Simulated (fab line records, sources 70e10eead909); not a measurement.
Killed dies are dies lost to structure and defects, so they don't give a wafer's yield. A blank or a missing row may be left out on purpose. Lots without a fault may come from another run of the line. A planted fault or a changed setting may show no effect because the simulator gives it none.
Which tool did it? | flow nand_harc | 11 lots, 33 wafers sampled, at 5 steps of a route of 1302

WHAT THE GAUGES READ, wafer by wafer
NHARC_A_BONDPAD_THK_MEAS_30: measures by ellipsometry. Usual: thk_nm 199.7 nm, standard deviation 1.3.
lot  | measured     | on            | thk_nm (nm)       | flag
L703 | day 24 03:20 | film_metro-01 | 200.8 200.0 201.1 |
L704 | day 25 02:02 | film_metro-02 | 200.7 198.0 197.5 |
L705 | day 25 02:38 | film_metro-02 | 199.6 201.4 199.5 |
L708 | day 25 06:29 | film_metro-01 | 198.3 197.9 197.7 |
L707 | day 25 20:22 | film_metro-01 | 200.0 199.7 199.0 |
L711 | day 26 13:17 | film_metro-01 | 201.1 199.8 201.9 |
L710 | day 26 18:24 | film_metro-02 | 199.0 200.2 199.5 |
L716 | day 29 06:11 | film_metro-01 | 202.2 199.2 200.8 |
L724 | day 31 23:08 | film_metro-01 | 200.3 199.0 200.6 |
L725 | day 32 22:48 | film_metro-01 | 200.6 198.4 196.8 |
L726 | day 32 23:32 | film_metro-02 | 200.1 199.6 198.6 |

NHARC_END_SORT_01. Usual: defect_limited_yield 92.0 %, standard deviation 2.6; killed_at_array 49, standard deviation 18; killed_at_other 0.8, standard deviation 1; killed_at_periphery 4.2, standard deviation 2.8; killed_dies 54, standard deviation 18; killed_open 3.0, standard deviation 1.7; killed_short 2.5, standard deviation 1.6; sort_bin_2_pct 2.8 %, standard deviation 1.2; sort_bin_3_pct 0.6 %, standard deviation 0.37; sort_bin_4_pct 4.6 %, standard deviation 1.5; sort_n_pass 623, standard deviation 18; sort_rim_yield_pct 92 %, standard deviation 4.2; sort_yield_pct 92.0 %, standard deviation 2.6.
lot  | measured     | on        | defect_limited_yield (%) | killed_at_array | killed_at_other | killed_at_periphery | killed_dies | killed_open | killed_short | sort_bin_2_pct (%) | sort_bin_3_pct (%) | sort_bin_4_pct (%) | sort_n_pass | sort_rim_yield_pct (%) | sort_yield_pct (%) | flag
L704 | day 26 15:22 | prober-01 | 94.7 88.8 89.7           | 33 71 66        | 1 0 2           | 2 5 2               | 36 76 70    | 1 2 2       | 1 4 2        | 2.8 4.1 4.3        | 0.3 1.5 1.0        | 2.2 5.6 5.0        | 641 601 607 | 90 91 96               | 94.7 88.8 89.7     |
L705 | day 26 14:17 | prober-02 | 96.3 95.0 94.7           | 15 17 21        | 2 3 1           | 8 14 14             | 25 34 36    | 4 2 5       | 3 2 3        | 0.4 1.2 1.3        | 0.1 0.6 0.1        | 3.1 3.2 3.8        | 652 643 641 | 97 94 92               | 96.3 95.0 94.7     |
L708 | day 26 21:13 | prober-02 | 90.3 88.9 90.4           | 62 69 61        | 2 1 1           | 2 5 3               | 66 75 65    | 0 3 3       | 3 2 6        | 4.4 3.0 3.4        | 0.7 0.9 0.6        | 4.6 7.2 5.6        | 611 602 612 | 91 96 82               | 90.3 88.9 90.4     |
L707 | day 27 09:08 | prober-02 | 90.4 90.7 91.4           | 62 59 55        | 0 1 0           | 3 3 3               | 65 63 58    | 2 2 2       | 4 0 5        | 3.8 4.4 4.0        | 0.7 0.9 0.6        | 5.0 4.0 4.0        | 612 614 619 | 97 92 99               | 90.4 90.7 91.4     |
L710 | day 27 23:38 | prober-01 | 92.3 90.3 91.3           | 46 61 54        | 3 2 2           | 3 3 3               | 52 66 59    | 3 4 3       | 2 5 3        | 3.5 3.7 2.8        | 0.9 1.3 0.6        | 3.2 4.7 5.3        | 625 611 618 | 99 92 92               | 92.3 90.3 91.3     |

WHICH TOOL RAN EACH LOT (tool, then ch and the chambers of the sampled wafers, then the start)
lot  | NHARC_A_BONDPAD_DEP_00                   | NHARC_A_BONDPAD_ETCH_24            | NHARC_A_BONDPAD_PRE_CLEAN_26
L703 | pecvd-04 ch 0,2, day 24 02:43            | rie_diel-08 ch 0,1, day 24 04:59   | pvd_sputter-03, no start
L704 | pecvd-01 ch 0,2, day 25 01:23            | rie_diel-13 ch 1,2,3, day 25 03:32 | pvd_sputter-02, day 26 15:22 or earlier
L705 | pecvd-03 ch 0,1, day 25 01:59            | rie_diel-10 ch 0,3, day 25 04:08   | pvd_sputter-03, day 26 14:17 or earlier
L708 | pecvd-03 ch 0,1,2, day 25 05:53          | rie_diel-13 ch 2,3, day 25 07:41   | pvd_sputter-03, day 26 21:13 or earlier
L707 | pecvd-01 ch 1,2, day 25 19:42            | rie_diel-13 ch 0,1, day 25 22:17   | pvd_sputter-03, day 27 09:08 or earlier
L711 | pecvd-03 ch 1,2, day 26 12:40            | rie_diel-08 ch 1,2, day 26 14:28   | pvd_sputter-03, no start
L710 | pecvd-04 ch 0,2, day 26 18:24 or earlier | rie_diel-10 ch 0,1,2, day 26 19:47 | pvd_sputter-01, day 27 23:38 or earlier
L716 | pecvd-03 ch 0,1,2, day 29 05:31          | rie_diel-10 ch 0,1,3, day 29 07:41 | pvd_sputter-02, no start
L724 | pecvd-03 ch 0,1,2, day 31 22:29          | rie_diel-13 ch 1,2,3, day 32 00:22 | pvd_sputter-01, no start
L725 | pecvd-01 ch 0,1,2, day 32 22:11          | rie_diel-13 ch 0,1,3, day 33 00:07 | pvd_sputter-03, no start
L726 | pecvd-01 ch 0,1,2, day 32 22:55          | rie_diel-08 ch 0,2,3, day 33 00:51 | pvd_sputter-02, no start
- NHARC_A_BONDPAD_DEP_00: deposits SiCN, target thk 250 nm.
- NHARC_A_BONDPAD_ETCH_24: etches the open film in CF4/N2, target depth 30 nm, time 72.99 s.
- NHARC_A_BONDPAD_PRE_CLEAN_26: time 30 s.

WHAT THE TOOLS THEMSELVES READ (means of the sampled wafers that have a number; where no wafer has one, the mark that the record gives instead)
NHARC_A_BONDPAD_DEP_00. Usual: chamber_pressure_Torr 2.999 Torr, standard deviation 0.0066; heater_power_outer_w 327 W, standard deviation 43; heater_power_w 588 W, standard deviation 75; showerhead_vpp_V 1303 V, standard deviation 77.
lot  | tool     | chamber_pressure_Torr (Torr) | heater_power_outer_w (W) | heater_power_w (W) | showerhead_vpp_V (V) | flag
L703 | pecvd-04 | 2.996                        | 330                      | 565                | 1211                 |
L704 | pecvd-01 | 3.000                        | 338                      | 599                | 1371                 |
L705 | pecvd-03 | 3.008                        | 357                      | 590                | 1316                 |
L708 | pecvd-03 | 3.001                        | 310                      | 561                | 1283                 |
L707 | pecvd-01 | 2.997                        | 318                      | 569                | 1307                 |
L711 | pecvd-03 | 2.998                        | 303                      | 560                | 1217                 |
L710 | pecvd-04 | 2.995                        | 346                      | 593                | 1242                 |
L716 | pecvd-03 | 2.999                        | 288                      | 518                | 1287                 |
L724 | pecvd-03 | 3.002                        | 299                      | 533                | 1286                 |
L725 | pecvd-01 | 3.001                        | 317                      | 589                | 1321                 |
L726 | pecvd-01 | 2.998                        | 332                      | 611                | 1309                 |

NHARC_A_BONDPAD_ETCH_24. Usual: bias_w 100.0 W, standard deviation 0.33; drypump_motor_current_A 5.7 A, standard deviation 0.38; n2_flow_sccm 100.0 sccm, standard deviation 0.32; oes_product_au 0.999 a.u., standard deviation 0.01; rf_vpp_V 313.9 V, standard deviation 2.3; showerhead_plenum_p_Torr 2.60 Torr, standard deviation 0.13; throttle_valve_pct 19.795 %, standard deviation 0.0097.
lot  | tool        | bias_w (W) | drypump_motor_current_A (A) | n2_flow_sccm (sccm) | oes_product_au (a.u.) | rf_vpp_V (V) | showerhead_plenum_p_Torr (Torr) | throttle_valve_pct (%) | flag
L703 | rie_diel-08 | 100.3      | 5.4                         | 100.0               | 0.998                 | 312.3        | 2.51                            | 19.790                 |
L704 | rie_diel-13 | 99.7       | 6.1                         | 100.1               | 0.998                 | 313.1        | 2.52                            | 19.796                 |
L705 | rie_diel-10 | 100.3      | 5.4                         | 100.1               | 0.996                 | 315.3        | 2.69                            | 19.793                 |
L708 | rie_diel-13 | 99.8       | 6.1                         | 99.7                | 0.998                 | 311.9        | 2.52                            | 19.796                 |
L707 | rie_diel-13 | 100.1      | 5.7                         | 99.9                | 0.995                 | 315.5        | 2.72                            | 19.795                 |
L711 | rie_diel-08 | 100.0      | 5.9                         | 99.4                | 1.001                 | 313.3        | 2.57                            | 19.800                 |
L710 | rie_diel-10 | 100.1      | 5.8                         | 100.2               | 1.011                 | 312.8        | 2.56                            | 19.803                 |
L716 | rie_diel-10 | 100.3      | 5.4                         | 100.1               | 0.992                 | 314.3        | 2.63                            | 19.803                 |
L724 | rie_diel-13 | 99.9       | 6.1                         | 100.0               | 0.989                 | 311.2        | 2.51                            | 19.796                 |
L725 | rie_diel-13 | 100.3      | 5.8                         | 100.2               | 1.009                 | 314.1        | 2.63                            | 19.788                 |
L726 | rie_diel-08 | 100.0      | 5.6                         | 100.1               | 1.004                 | 314.1        | 2.63                            | 19.791                 |

NHARC_A_BONDPAD_PRE_CLEAN_26. Usual: heater_power_w 392 W, standard deviation 39.
lot  | tool           | heater_power_w (W) | flag
L703 | pvd_sputter-03 | 392                |
L704 | pvd_sputter-02 | 373                |
L705 | pvd_sputter-03 | 395                |
L708 | pvd_sputter-03 | 388                |
L707 | pvd_sputter-03 | 395                |
L711 | pvd_sputter-03 | 427                |
L710 | pvd_sputter-01 | 391                |
L716 | pvd_sputter-02 | 356                |
L724 | pvd_sputter-01 | 406                |
L725 | pvd_sputter-03 | 436                |
L726 | pvd_sputter-02 | 359                |

THE ANSWER, worked out from the rows above alone
Rule: a lot is off if the mean of its wafers that have a number lies more than 3 standard deviations from the usual mean. A lot without any number at a reading at which 4 lots or more have one is off too. The other lots that the step has rows for count as sound. The gauges are gone through in route order, then the tools' own readings, and for those a lot's mean is taken as printed above. The first step at which some lot is off is used, and at that step the reading that is off furthest; a lot without a number counts as furthest.
No lot is off at any reading shown: from this, nothing can be told.

WHAT THE SIMULATOR HAD PUT IN
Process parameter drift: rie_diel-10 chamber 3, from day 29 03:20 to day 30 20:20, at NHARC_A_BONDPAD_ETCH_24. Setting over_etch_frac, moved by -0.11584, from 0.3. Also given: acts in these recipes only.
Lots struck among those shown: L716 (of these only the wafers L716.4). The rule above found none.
